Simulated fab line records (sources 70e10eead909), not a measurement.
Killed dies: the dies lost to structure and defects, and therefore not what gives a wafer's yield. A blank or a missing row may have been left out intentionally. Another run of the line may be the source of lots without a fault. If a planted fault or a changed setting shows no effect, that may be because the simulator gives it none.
Which tool is to blame? | flow nandHarc | 72 wafers from 24 lots sampled at 6 of the route's 1159 steps

## WHAT EACH GAUGE READ, for each wafer
NHARC_A_SLIT_INSPECT_11. Usual: rawDefectCount 21, standard deviation 8.
lot  | measured     | on               | rawDefectCount | flag
L074 | day 14 09:31 | defectInspect-01 | 26 28 20       | 
L077 | day 14 20:04 | defectInspect-02 | 13 9 5         | 
L076 | day 14 20:24 | defectInspect-02 | 23 22 30       | 
L075 | day 14 20:54 | defectInspect-01 | 5 7 9          | 
L078 | day 14 22:02 | defectInspect-01 | 12 20 22       | 
L079 | day 15 23:29 | defectInspect-01 | 19 17 26       | 
L080 | day 16 01:25 | defectInspect-01 | 8 20 22        | 
L083 | day 16 14:01 | defectInspect-02 | 35 26 29       | 
L081 | day 16 14:20 | defectInspect-01 | 30 25 20       | 
L082 | day 16 15:02 | defectInspect-01 | 15 10 20       | 
L084 | day 16 19:10 | defectInspect-01 | 16 12 12       | 
L085 | day 17 12:35 | defectInspect-01 | 25 27 32       | 
L089 | day 17 12:44 | defectInspect-01 | 17 19 12       | 
L087 | day 17 12:53 | defectInspect-02 | 18 19 10       | 
L086 | day 17 14:32 | defectInspect-01 | 27 28 30       | 
L088 | day 18 09:01 | defectInspect-01 | 22 36 36       | 
L090 | day 18 11:01 | defectInspect-02 | 20 26 20       | 
L091 | day 18 18:37 | defectInspect-02 | 20 15 15       | 
L092 | day 18 18:56 | defectInspect-01 | 36 37 37       | 
L094 | day 19 10:34 | defectInspect-02 | 32 39 38       | 
L093 | day 19 10:43 | defectInspect-02 | 19 34 22       | 
L095 | day 19 13:47 | defectInspect-01 | 25 14 28       | 
L096 | day 20 14:34 | defectInspect-01 | 12 16 22       | 
L097 | day 20 16:16 | defectInspect-02 | 23 21 22       | 

NHARC_A_CONTACT_OVL_MEAS_70. Usual: overlayXNm 0.0 nm, standard deviation 0.77; overlayYNm 0.0 nm, standard deviation 0.69.
lot  | measured     | on         | overlayXNm (nm) | overlayYNm (nm) | flag
L074 | day 16 13:05 | overlay-01 | -1.5 -1.4 -1.6  | 0.4 0.1 0.7     | 
L077 | day 16 23:12 | overlay-01 | 0.6 0.7 0.7     | 0.9 0.6 0.6     | 
L076 | day 17 06:08 | overlay-02 | -0.8 -0.6 -0.3  | 0.6 1.0 -0.1    | 
L075 | day 17 01:15 | overlay-02 | -0.7 -0.7 -1.3  | -0.3 -0.5 0.1   | 
L078 | day 17 08:33 | overlay-02 | -1.2 -1.1 -0.5  | 0.5 0.2 0.4     | 
L079 | day 18 04:26 | overlay-02 | -0.5 -0.5 -0.3  | 0.1 -0.3 -0.5   | 
L080 | day 18 02:23 | overlay-02 | -0.7 0.0 0.1    | 0.5 0.8 0.9     | 
L083 | day 18 18:24 | overlay-02 | 0.3 0.5 0.7     | -0.9 -0.7 -0.5  | 
L081 | day 18 16:47 | overlay-02 | 0.2 0.4 0.3     | 0.2 0.6 0.7     | 
L082 | day 19 04:23 | overlay-01 | 0.1 -0.1 0.1    | -0.6 0.0 0.2    | 
L084 | day 19 03:41 | overlay-01 | -1.1 0.0 -0.5   | 1.1 1.1 1.1     | 
L085 | day 19 20:19 | overlay-02 | 0.1 0.1 0.3     | -0.3 -0.3 -0.1  | 
L089 | day 19 23:47 | overlay-02 | 0.0 -0.3 0.4    | -0.8 -1.2 -0.7  | 
L087 | day 19 18:10 | overlay-02 | 1.1 0.3 0.4     | -1.2 -1.8 -1.1  | 
L086 | day 20 02:38 | overlay-02 | 0.3 0.3 0.3     | 0.3 0.0 0.2     | 
L088 | day 20 16:26 | overlay-01 | 0.6 1.1 0.3     | -0.5 -0.3 -0.4  | 
L090 | day 20 14:19 | overlay-02 | 0.7 1.4 1.2     | -1.3 -1.6 -1.7  | 
L091 | day 21 04:23 | overlay-02 | 0.4 0.3 0.3     | -0.2 0.3 -0.3   | 
L092 | day 21 05:52 | overlay-01 | -1.1 -1.1 -1.2  | -0.3 -0.2 -0.2  | 
L094 | day 21 19:12 | overlay-01 | -1.2 -1.1 -0.8  | -0.6 -1.0 -0.1  | 
L093 | day 21 23:28 | overlay-01 | 1.5 1.9 1.1     | -0.4 -0.1 -0.3  | 
L095 | day 22 01:41 | overlay-02 | -0.7 0.3 0.0    | 0.6 0.7 0.7     | 
L096 | day 22 20:38 | overlay-02 | 0.1 -0.2 0.0    | 0.0 -0.3 0.3    | 
L097 | day 23 11:53 | overlay-02 | -0.7 0.0 -0.2   | 0.4 0.8 0.6     | 

## WHAT TOOL EACH LOT RAN ON (gives the tool, then ch and the chambers of the sampled wafers, and finally the start)
lot  | NHARC_A_WL_FILL_CMP_12        | NHARC_A_CONTACT_ETCH_49                      | NHARC_A_CONTACT_ETCH_90           | NHARC_A_CONTACT_DEP_58
L074 | cmp-01 ch 0,3, day 16 00:38   | rieDiel-12 ch 1,2,3, day 16 08:03 or earlier | rieDiel-01 ch 0,1,3, day 16 08:03 | pecvd-01 ch 0,2, day 16 12:17
L077 | cmp-01 ch 0,3, day 16 09:31   | rieDiel-01 ch 1,2,3, day 16 19:37 or earlier | rieDiel-01 ch 0,3, day 16 19:37   | pecvd-03 ch 1,2, day 16 22:31
L076 | cmp-01 ch 0,1,3, day 16 13:46 | rieDiel-02 ch 0,1,2, day 17 02:16 or earlier | rieDiel-01 ch 0,2,3, day 17 02:16 | pecvd-02 ch 1,2, day 17 05:19
L075 | cmp-02 ch 0,2,3, day 16 10:04 | rieDiel-01 ch 0,1,2, day 16 21:25 or earlier | rieDiel-01 ch 1,2,3, day 16 21:25 | pecvd-03 ch 0,1,2, day 17 00:30
L078 | cmp-03 ch 1,2,3, day 16 21:07 | rieDiel-02 ch 0,1,2, day 17 04:49 or earlier | rieDiel-01 ch 0,1,3, day 17 04:49 | pecvd-01 ch 1,2, day 17 07:44
L079 | cmp-02 ch 1,3, day 17 15:11   | rieDiel-01 ch 0,1,2, day 18 00:03 or earlier | rieDiel-01 ch 1,3, day 18 00:03   | pecvd-03 ch 1,2, day 18 03:49
L080 | cmp-02 ch 1,2,3, day 17 12:28 | rieDiel-01 ch 0,2, day 17 21:49 or earlier   | rieDiel-02 ch 0,2,3, day 17 21:49 | pecvd-01 ch 0,1,2, day 18 01:34
L083 | cmp-02 ch 0,2,3, day 18 05:10 | rieDiel-02 ch 0,1,2, day 18 14:34 or earlier | rieDiel-02 ch 0,1,2, day 18 14:34 | pecvd-03 ch 0,1, day 18 17:35
L081 | cmp-01 ch 1,2,3, day 18 05:02 | rieDiel-02 ch 2,3, day 18 12:31 or earlier   | rieDiel-12 ch 1,2,3, day 18 12:31 | pecvd-03 ch 0,1,2, day 18 16:02
L082 | cmp-01 ch 0,3, day 18 16:10   | rieDiel-02 ch 0,1,3, day 19 00:20 or earlier | rieDiel-01 ch 0,3, day 19 00:20   | pecvd-02 ch 1,2, day 19 03:38
L084 | cmp-01 ch 1,2, day 18 15:53   | rieDiel-01 ch 0,1,2, day 18 23:55 or earlier | rieDiel-12 ch 2,3, day 18 23:55   | pecvd-02 ch 0,1,2, day 19 02:55
L085 | cmp-01 ch 0,1,3, day 19 07:38 | rieDiel-01 ch 2,3, day 19 16:01 or earlier   | rieDiel-12 ch 1,2,3, day 19 16:01 | pecvd-01 ch 0,2, day 19 19:34
L089 | cmp-01 ch 1,3, day 19 11:20   | rieDiel-02 ch 0,3, day 19 19:53 or earlier   | rieDiel-12 ch 1,3, day 19 19:53   | pecvd-01 ch 0,1,2, day 19 23:00
L087 | cmp-02 ch 0,2,3, day 19 07:02 | rieDiel-02 ch 1,3, day 19 14:17 or earlier   | rieDiel-12 ch 1,2, day 19 14:17   | pecvd-03 ch 0,1, day 19 17:29
L086 | cmp-01 ch 1,2,3, day 19 13:46 | rieDiel-02 ch 0,1,3, day 19 21:38 or earlier | rieDiel-01 ch 0,3, day 19 21:38   | pecvd-02 ch 0,2, day 20 01:59
L088 | cmp-01 ch 0,1, day 20 04:02   | rieDiel-01 ch 0,1,3, day 20 11:55 or earlier | rieDiel-01 ch 0,1, day 20 11:55   | pecvd-03 ch 0,2, day 20 15:46
L090 | cmp-03 ch 0,1,3, day 20 03:22 | rieDiel-12 ch 0,1,3, day 20 10:35 or earlier | rieDiel-02 ch 0,1,2, day 20 10:35 | pecvd-01 ch 0,1, day 20 13:31
L091 | cmp-01 ch 0,2, day 20 13:47   | rieDiel-02 ch 0,3, day 20 21:37 or earlier   | rieDiel-01 ch 0,2,3, day 20 21:37 | pecvd-02 ch 1,2, day 21 03:43
L092 | cmp-03 ch 0,2,3, day 20 13:52 | rieDiel-01 ch 0,2,3, day 20 21:45 or earlier | rieDiel-12 ch 1,2,3, day 20 21:45 | pecvd-02 ch 0,1, day 21 05:03
L094 | cmp-01 ch 1,2,3, day 21 03:31 | rieDiel-01 ch 0,1,3, day 21 14:51 or earlier | rieDiel-02 ch 1,2,3, day 21 14:51 | pecvd-03 ch 0,1,2, day 21 18:22
L093 | cmp-01 ch 0,2,3, day 21 07:50 | rieDiel-02 ch 0,2,3, day 21 18:02 or earlier | rieDiel-02 ch 1,2, day 21 18:02   | pecvd-03 ch 1,2, day 21 22:39
L095 | cmp-01 ch 2,3, day 21 12:08   | rieDiel-02 ch 0,2, day 21 21:58 or earlier   | rieDiel-02 ch 0,2,3, day 21 21:58 | pecvd-01 ch 0,2, day 22 00:53
L096 | cmp-01 ch 0,2, day 22 07:25   | rieDiel-01 ch 0,1,2, day 22 16:55 or earlier | rieDiel-01 ch 2,3, day 22 16:55   | pecvd-01 ch 1,2, day 22 19:55
L097 | cmp-01 ch 0,2,3, day 22 20:29 | rieDiel-01 ch 0,3, day 23 05:03 or earlier   | rieDiel-01 ch 1,2, day 23 05:03   | pecvd-02 ch 0,2, day 23 11:13
- NHARC_A_WL_FILL_CMP_12: polishes, t overpolish 30 s, target thk 75 nm.
- NHARC_A_CONTACT_ETCH_49: etches the open film in N2/H2, target depth 260 nm, time 475.3 s.
- NHARC_A_CONTACT_ETCH_90: etches the open film in CH3F/O2, target depth 40 nm, time 85.7 s.
- NHARC_A_CONTACT_DEP_58: deposits SiON, target thk 60 nm.

## AS READ BY THE TOOLS THEMSELVES (means over the sampled wafers that have a number; for cases with no such wafer, the mark the record gives instead)
NHARC_A_WL_FILL_CMP_12. Usual: motorCurrentA 11.6 A, standard deviation 0.8; overpolishRunS 30.000 s, standard deviation 0.0084; timeToEndpointS 14.5 s, standard deviation 2.1.
lot  | tool   | motorCurrentA (A) | overpolishRunS (s) | timeToEndpointS (s) | flag
L074 | cmp-01 | 11.9              | 29.995             | 11.6                | 
L077 | cmp-01 | 11.6              | 30.000             | 12.1                | 
L076 | cmp-01 | 11.7              | 29.996             | 13.6                | 
L075 | cmp-02 | 11.4              | 29.998             | 16.1                | 
L078 | cmp-03 | 11.8              | 30.002             | 17.1                | 
L079 | cmp-02 | 11.4              | 30.001             | 15.0                | 
L080 | cmp-02 | 11.6              | 29.995             | 14.9                | 
L083 | cmp-02 | 11.3              | 29.995             | 13.7                | 
L081 | cmp-01 | 11.3              | 29.996             | 16.0                | 
L082 | cmp-01 | 12.0              | 29.995             | 15.5                | 
L084 | cmp-01 | 11.3              | 29.999             | 14.6                | 
L085 | cmp-01 | 11.5              | 29.988             | 13.1                | 
L089 | cmp-01 | 11.1              | 30.005             | 13.0                | 
L087 | cmp-02 | 11.5              | 30.000             | 14.7                | 
L086 | cmp-01 | 11.6              | 30.004             | 12.2                | 
L088 | cmp-01 | 11.2              | 30.005             | 13.3                | 
L090 | cmp-03 | 11.7              | 29.999             | 15.8                | 
L091 | cmp-01 | 11.9              | 30.004             | 12.8                | 
L092 | cmp-03 | 11.8              | 30.005             | 17.0                | 
L094 | cmp-01 | 11.6              | 29.998             | 16.2                | 
L093 | cmp-01 | 11.8              | 30.013             | 13.7                | 
L095 | cmp-01 | 12.2              | 30.004             | 16.3                | 
L096 | cmp-01 | 11.6              | 30.007             | 14.3                | 
L097 | cmp-01 | 11.6              | 29.990             | 15.4                | 

NHARC_A_CONTACT_ETCH_49. Usual: biasW 150.0 W, standard deviation 0.44; drypumpMotorCurrentA 5.9 A, standard deviation 0.54; oesProductAu 0.999 a.u., standard deviation 0.0091; rfVppV 430.6 V, standard deviation 2.5; showerheadPlenumPTorr 2.04 Torr, standard deviation 0.084; throttleValvePct 14.171 %, standard deviation 0.0087.
lot  | tool       | biasW (W) | drypumpMotorCurrentA (A) | oesProductAu (a.u.) | rfVppV (V) | showerheadPlenumPTorr (Torr) | throttleValvePct (%) | flag
L074 | rieDiel-12 | 150.4     | 5.6                      | 0.996               | 429.2      | 1.99                         | 14.183               | 
L077 | rieDiel-01 | 150.3     | 5.6                      | 1.001               | 430.1      | 2.02                         | 14.177               | 
L076 | rieDiel-02 | 150.0     | 6.2                      | 0.995               | 430.2      | 2.06                         | 14.173               | 
L075 | rieDiel-01 | 150.1     | 5.4                      | 1.000               | 431.1      | 2.04                         | 14.169               | 
L078 | rieDiel-02 | 149.6     | 6.2                      | 0.999               | 430.9      | 2.06                         | 14.173               | 
L079 | rieDiel-01 | 150.0     | 5.4                      | 1.000               | 430.2      | 2.04                         | 14.168               | 
L080 | rieDiel-01 | 150.0     | 5.5                      | 1.007               | 429.8      | 2.00                         | 14.179               | 
L083 | rieDiel-02 | 149.8     | 6.2                      | 1.005               | 431.0      | 2.06                         | 14.162               | 
L081 | rieDiel-02 | 150.2     | 5.9                      | 0.993               | 433.4      | 2.14                         | 14.171               | 
L082 | rieDiel-02 | 149.7     | 6.5                      | 0.993               | 429.6      | 2.02                         | 14.170               | 
L084 | rieDiel-01 | 149.8     | 5.4                      | 1.003               | 430.3      | 2.04                         | 14.166               | 
L085 | rieDiel-01 | 150.1     | 5.5                      | 1.004               | 429.2      | 1.97                         | 14.172               | 
L089 | rieDiel-02 | 150.5     | 6.2                      | 0.996               | 431.4      | 2.06                         | 14.179               | 
L087 | rieDiel-02 | 149.8     | 6.5                      | 1.003               | 430.0      | 2.02                         | 14.169               | 
L086 | rieDiel-02 | 150.3     | 6.5                      | 0.993               | 430.2      | 2.02                         | 14.163               | 
L088 | rieDiel-01 | 150.0     | 5.8                      | 0.997               | 431.4      | 2.03                         | 14.168               | 
L090 | rieDiel-12 | 149.5     | 6.0                      | 0.998               | 429.6      | 2.00                         | 14.161               | 
L091 | rieDiel-02 | 150.1     | 6.5                      | 0.991               | 430.0      | 2.01                         | 14.168               | 
L092 | rieDiel-01 | 149.8     | 5.7                      | 1.003               | 428.9      | 1.98                         | 14.169               | 
L094 | rieDiel-01 | 150.4     | 5.7                      | 0.996               | 430.0      | 2.03                         | 14.175               | 
L093 | rieDiel-02 | 149.9     | 6.0                      | 0.999               | 431.6      | 2.08                         | 14.173               | 
L095 | rieDiel-02 | 149.7     | 5.8                      | 0.989               | 432.8      | 2.11                         | 14.175               | 
L096 | rieDiel-01 | 150.2     | 5.4                      | 1.006               | 430.6      | 2.03                         | 14.174               | 
L097 | rieDiel-01 | 149.9     | 5.9                      | 1.006               | 428.4      | 1.99                         | 14.184               | 

NHARC_A_CONTACT_ETCH_90. Usual: for biasW, 100.0 W with a standard deviation of 0.33; for drypumpMotorCurrentA, 5.8 A with a standard deviation of 0.47; for o2FlowSccm, 30.00 sccm with a standard deviation of 0.095; for oesProductAu, 0.96 a.u. with a standard deviation of 0.039; for rfVppV, 244.1 V with a standard deviation of 1.4; for showerheadPlenumPTorr, 2.44 Torr with a standard deviation of 0.09; for throttleValvePct, 20.663 % with a standard deviation of 0.009.
lot  | tool       | biasW (W) | drypumpMotorCurrentA (A) | o2FlowSccm (sccm) | oesProductAu (a.u.) | rfVppV (V) | showerheadPlenumPTorr (Torr) | throttleValvePct (%) | flag
L074 | rieDiel-01 | 99.8      | 5.7                      | 30.02             | 1.00                | 244.1      | 2.46                         | 20.665               | 
L077 | rieDiel-01 | 99.9      | 6.0                      | 30.03             | 0.92                | 244.0      | 2.40                         | 20.662               | 
L076 | rieDiel-01 | 99.9      | 5.7                      | 30.03             | 0.99                | 243.6      | 2.40                         | 20.657               | 
L075 | rieDiel-01 | 100.2     | 5.6                      | 29.98             | 0.93                | 244.0      | 2.44                         | 20.669               | 
L078 | rieDiel-01 | 100.2     | 5.8                      | 29.90             | 1.00                | 244.7      | 2.46                         | 20.658               | 
L079 | rieDiel-01 | 99.9      | 5.9                      | 30.04             | 0.92                | 243.9      | 2.44                         | 20.669               | 
L080 | rieDiel-02 | 100.0     | 6.1                      | 30.00             | 0.92                | 244.9      | 2.53                         | 20.659               | 
L083 | rieDiel-02 | 100.0     | 6.2                      | 30.00             | 0.93                | 244.5      | 2.48                         | 20.664               | 
L081 | rieDiel-12 | 100.0     | 5.6                      | 30.10             | 1.00                | 243.0      | 2.40                         | 20.664               | 
L082 | rieDiel-01 | 100.1     | 5.8                      | 30.03             | 1.01                | 243.6      | 2.41                         | 20.669               | 
L084 | rieDiel-12 | 100.3     | 5.8                      | 30.00             | 1.00                | 242.7      | 2.36                         | 20.656               | 
L085 | rieDiel-12 | 99.8      | 5.6                      | 30.04             | 1.00                | 243.8      | 2.39                         | 20.662               | 
L089 | rieDiel-12 | 99.9      | 5.7                      | 29.89             | 1.00                | 243.2      | 2.40                         | 20.660               | 
L087 | rieDiel-12 | 99.7      | 5.6                      | 29.97             | 1.00                | 243.7      | 2.38                         | 20.664               | 
L086 | rieDiel-01 | 100.3     | 6.0                      | 30.13             | 1.00                | 244.0      | 2.40                         | 20.657               | 
L088 | rieDiel-01 | 99.7      | 5.6                      | 29.94             | 0.94                | 244.8      | 2.47                         | 20.659               | 
L090 | rieDiel-02 | 100.0     | 6.2                      | 30.05             | 0.93                | 244.8      | 2.47                         | 20.668               | 
L091 | rieDiel-01 | 99.8      | 5.6                      | 30.03             | 1.01                | 243.4      | 2.39                         | 20.668               | 
L092 | rieDiel-12 | 100.0     | 5.6                      | 30.08             | 0.93                | 243.8      | 2.39                         | 20.665               | 
L094 | rieDiel-02 | 100.1     | 6.1                      | 30.01             | 0.93                | 244.9      | 2.52                         | 20.664               | 
L093 | rieDiel-02 | 100.5     | 5.8                      | 30.11             | 0.92                | 246.0      | 2.55                         | 20.663               | 
L095 | rieDiel-02 | 99.9      | 6.0                      | 30.09             | 0.92                | 245.0      | 2.51                         | 20.658               | 
L096 | rieDiel-01 | 99.9      | 5.8                      | 29.95             | 0.94                | 243.5      | 2.37                         | 20.668               | 
L097 | rieDiel-01 | 99.6      | 5.3                      | 30.02             | 0.93                | 244.6      | 2.49                         | 20.664               | 

NHARC_A_CONTACT_DEP_58. Usual: heaterPowerOuterW 410 W, standard deviation 49; heaterPowerW 708 W, standard deviation 70.
lot  | tool     | heaterPowerOuterW (W) | heaterPowerW (W) | flag
L074 | pecvd-01 | 399                   | 710              | 
L077 | pecvd-03 | 392                   | 681              | 
L076 | pecvd-02 | 321                   | 594              | 
L075 | pecvd-03 | 431                   | 727              | 
L078 | pecvd-01 | 464                   | 784              | 
L079 | pecvd-03 | 380                   | 660              | 
L080 | pecvd-01 | 407                   | 719              | 
L083 | pecvd-03 | 424                   | 692              | 
L081 | pecvd-03 | 417                   | 697              | 
L082 | pecvd-02 | 334                   | 617              | 
L084 | pecvd-02 | 365                   | 648              | 
L085 | pecvd-01 | 422                   | 733              | 
L089 | pecvd-01 | 409                   | 702              | 
L087 | pecvd-03 | 451                   | 750              | 
L086 | pecvd-02 | 377                   | 680              | 
L088 | pecvd-03 | 411                   | 715              | 
L090 | pecvd-01 | 389                   | 653              | 
L091 | pecvd-02 | 380                   | 689              | 
L092 | pecvd-02 | 420                   | 745              | 
L094 | pecvd-03 | 442                   | 714              | 
L093 | pecvd-03 | 388                   | 665              | 
L095 | pecvd-01 | 408                   | 749              | 
L096 | pecvd-01 | 469                   | 772              | 
L097 | pecvd-02 | 377                   | 678              | 

## THE ANSWER, worked out from the rows above alone
Rule: a lot is off if the mean of its wafers that have a number lies more than 3 standard deviations from the usual mean. A lot without any number at a reading at which 4 lots or more have one is off too. The other lots that the step has rows for count as sound. After the gauges, taken in route order, come the tools' own readings; for these a lot's mean is taken, as printed above. At the first step where some lot is off, the reading lying furthest off is the one used; lots without a number count as furthest.
No lot is off on any of the readings shown, so nothing can be concluded from this.

## WHAT THE SIMULATOR HAD PUT IN
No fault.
